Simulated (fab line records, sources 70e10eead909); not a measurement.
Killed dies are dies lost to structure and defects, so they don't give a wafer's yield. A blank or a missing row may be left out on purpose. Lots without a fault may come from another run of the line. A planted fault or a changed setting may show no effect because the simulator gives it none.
Which tool did it? | flow nand_harc | 11 lots, 33 wafers sampled, at 5 steps of a route of 1159

WHAT THE GAUGES READ, wafer by wafer
NHARC_END_SORT_01.
lot  | measured     | on        | defect_limited_yield (%) | killed_at_array | killed_at_other | killed_at_periphery | killed_dies | killed_open | killed_short | sort_bin_2_pct (%) | sort_bin_3_pct (%) | sort_bin_4_pct (%) | sort_n_pass | sort_rim_yield_pct (%) | sort_yield_pct (%)
L658 | day 23 02:55 | prober-02 | 0 0 93.4                 | 674 673 44      | 0 1 0           | 3 3 1               | 677 677 45  | 2 3 3       | 3 1 4        | 95.9 96.9 1.8      | 0.30 0.30 0.59     | 3.8 2.8 4.3        | 0 0 632     | 0 0 94.3               | 0 0 93.4

WHICH TOOL RAN EACH LOT (tool, then ch and the chambers of the sampled wafers, then the start)
lot  | NHARC_A_M0_PVD_21            | NHARC_A_BONDPAD_ETCH_12                   | NHARC_A_BONDPAD_ETCH_24                   | NHARC_A_BONDPAD_PVD_17
L645 | pvd_sputter-02, day 18 04:08 | rie_diel-09 ch 1,2, no start              | rie_diel-02 ch 2,3, no start              | pvd_sputter-02, no start
L646 | pvd_sputter-03, day 18 04:36 | rie_diel-02 ch 0,1, no start              | rie_diel-09 ch 0,2,3, no start            | pvd_sputter-01, no start
L648 | pvd_sputter-01, day 18 06:31 | rie_diel-04 ch 0,2,3, no start            | rie_diel-09 ch 0,1,3, no start            | pvd_sputter-02, no start
L647 | pvd_sputter-01, day 18 09:19 | rie_diel-04 ch 1,2,3, no start            | rie_diel-09 ch 1,3, no start              | pvd_sputter-03, no start
L652 | pvd_sputter-02, day 19 06:14 | rie_diel-09 ch 1,2, no start              | rie_diel-04 ch 0,2,3, no start            | pvd_sputter-01, no start
L651 | pvd_sputter-01, day 19 06:44 | rie_diel-09 ch 1,2,3, no start            | rie_diel-04 ch 1,2, no start              | pvd_sputter-01, no start
L650 | pvd_sputter-02, day 19 18:16 | rie_diel-04 ch 1,2,3, no start            | rie_diel-09 ch 1,2,3, no start            | pvd_sputter-01, no start
L658 | pvd_sputter-03, day 21 09:34 | rie_diel-09 ch 3, day 23 02:55 or earlier | rie_diel-09 ch 0, day 23 02:55 or earlier | pvd_sputter-01, day 23 02:55 or earlier
L661 | pvd_sputter-01, day 22 01:44 | rie_diel-04 ch 0,3, no start              | rie_diel-09 ch 1,2,3, no start            | pvd_sputter-03, no start
L665 | pvd_sputter-01, day 22 21:14 | rie_diel-09 ch 0,1, no start              | rie_diel-09 ch 0,2,3, no start            | pvd_sputter-02, no start
L663 | pvd_sputter-01, day 22 21:46 | rie_diel-09 ch 0,2,3, no start            | rie_diel-09 ch 0,2,3, no start            | pvd_sputter-02, no start
- NHARC_A_M0_PVD_21: deposits Cu, target thk 30 nm, time 20.49 s.
- NHARC_A_BONDPAD_ETCH_12: etches the open film in CHF3/O2, target depth 220 nm, time 110 s.
- NHARC_A_BONDPAD_ETCH_24: etches the open film in CF4/N2, target depth 30 nm, time 72.99 s.
- NHARC_A_BONDPAD_PVD_17: deposits TaN, target thk 5 nm, time 8.06 s.

WHAT THE TOOLS THEMSELVES READ (means of the sampled wafers that have a number; where no wafer has one, the mark that the record gives instead)
NHARC_A_M0_PVD_21.
lot  | tool           | substrate_temp_c (C) | throttle_valve_pct (%)
L645 | pvd_sputter-02 | 30.00                | 30.9
L646 | pvd_sputter-03 | 30.04                | 29.2
L648 | pvd_sputter-01 | 30.02                | 31.1
L647 | pvd_sputter-01 | 30.06                | 30.5
L652 | pvd_sputter-02 | 30.09                | 31.1
L651 | pvd_sputter-01 | 29.82                | 31.0
L650 | pvd_sputter-02 | 29.92                | 30.2
L658 | pvd_sputter-03 | 30.16                | 30.4
L661 | pvd_sputter-01 | 29.98                | 31.3
L665 | pvd_sputter-01 | 29.97                | 31.5
L663 | pvd_sputter-01 | 30.07                | 31.1

NHARC_A_BONDPAD_ETCH_12.
lot  | tool        | chamber_pressure_mTorr (mTorr) | drypump_motor_current_A (A) | oes_product_au (a.u.) | rf_vpp_V (V) | showerhead_plenum_p_Torr (Torr) | throttle_valve_pct (%)
L645 | rie_diel-09 | 24.987                         | 5.7                         | 0.964                 | 370.0        | 2.37                            | 20.573
L646 | rie_diel-02 | 24.997                         | 6.1                         | 0.923                 | 367.7        | 2.23                            | 20.573
L648 | rie_diel-04 | 25.006                         | 5.5                         | 0.934                 | 370.5        | 2.39                            | 20.565
L647 | rie_diel-04 | 25.004                         | 5.1                         | 0.932                 | 369.1        | 2.35                            | 20.568
L652 | rie_diel-09 | 25.025                         | 5.7                         | 0.973                 | 370.1        | 2.37                            | 20.577
L651 | rie_diel-09 | 25.011                         | 5.6                         | 0.967                 | 369.1        | 2.35                            | 20.574
L650 | rie_diel-04 | 25.005                         | 5.2                         | 0.931                 | 369.6        | 2.34                            | 20.581
L658 | rie_diel-09 | 25.000                         | 5.5                         | 0.960                 | 367.6        | 2.24                            | 20.566
L661 | rie_diel-04 | 25.001                         | 5.4                         | 0.921                 | 367.6        | 2.30                            | 20.566
L665 | rie_diel-09 | 24.988                         | 5.9                         | 0.966                 | 370.8        | 2.46                            | 20.579
L663 | rie_diel-09 | 24.986                         | 5.6                         | 0.970                 | 368.5        | 2.30                            | 20.567

NHARC_A_BONDPAD_ETCH_24.
lot  | tool        | chamber_pressure_mTorr (mTorr) | drypump_motor_current_A (A) | oes_product_au (a.u.) | rf_vpp_V (V) | showerhead_plenum_p_Torr (Torr) | throttle_valve_pct (%)
L645 | rie_diel-02 | 30.023                         | 6.0                         | 0.997                 | 312.0        | 2.48                            | 19.794
L646 | rie_diel-09 | 29.998                         | 5.6                         | 0.992                 | 312.4        | 2.52                            | 19.798
L648 | rie_diel-09 | 30.015                         | 5.7                         | 1.000                 | 312.8        | 2.60                            | 19.787
L647 | rie_diel-09 | 30.006                         | 5.7                         | 1.002                 | 312.6        | 2.55                            | 19.792
L652 | rie_diel-04 | 29.982                         | 5.5                         | 1.014                 | 314.3        | 2.61                            | 19.789
L651 | rie_diel-04 | 30.005                         | 5.2                         | 1.001                 | 313.9        | 2.66                            | 19.788
L650 | rie_diel-09 | 29.989                         | 5.7                         | 0.998                 | 312.8        | 2.57                            | 19.793
L658 | rie_diel-09 | 29.986                         | 5.8                         | 0.994                 | 313.6        | 2.58                            | 19.781
L661 | rie_diel-09 | 29.977                         | 5.7                         | 0.989                 | 313.3        | 2.57                            | 19.793
L665 | rie_diel-09 | 30.008                         | 5.6                         | 0.991                 | 312.7        | 2.51                            | 19.796
L663 | rie_diel-09 | 30.004                         | 5.6                         | 1.002                 | 313.0        | 2.51                            | 19.802

NHARC_A_BONDPAD_PVD_17.
lot  | tool           | substrate_temp_c (C) | throttle_valve_pct (%)
L645 | pvd_sputter-02 | 49.93                | 30.7
L646 | pvd_sputter-01 | 50.08                | 31.0
L648 | pvd_sputter-02 | 50.09                | 31.0
L647 | pvd_sputter-03 | 50.12                | 29.3
L652 | pvd_sputter-01 | 50.08                | 31.1
L651 | pvd_sputter-01 | 50.04                | 30.5
L650 | pvd_sputter-01 | 50.05                | 31.5
L658 | pvd_sputter-01 | 49.93                | 30.0
L661 | pvd_sputter-03 | 50.06                | 29.3
L665 | pvd_sputter-02 | 49.99                | 30.7
L663 | pvd_sputter-02 | 50.01                | 30.5

THE ANSWER, worked out from the rows above alone
Rule: what is usual is taken from the lots themselves. Put in order of their means at a reading, lots are off if they are a third of the lots or fewer, leave a main group of 4 or more, and stand apart from it by a gap of 3 or more times the standard deviation of the main group's means; of several such gaps the widest counts. A main group whose means are all the same, to the digits that the tables above print for the reading, isn't used. A lot without any number at a reading at which 4 lots or more have one is off too. The other lots that the step has rows for count as sound. The gauges are gone through in route order, then the tools' own readings, and for those a lot's mean is taken as printed above. The first step at which some lot is off is used, and at that step the reading that is off furthest; a lot without a number counts as furthest.
No lot is off at any reading shown: from this, nothing can be told.

WHAT THE SIMULATOR HAD PUT IN
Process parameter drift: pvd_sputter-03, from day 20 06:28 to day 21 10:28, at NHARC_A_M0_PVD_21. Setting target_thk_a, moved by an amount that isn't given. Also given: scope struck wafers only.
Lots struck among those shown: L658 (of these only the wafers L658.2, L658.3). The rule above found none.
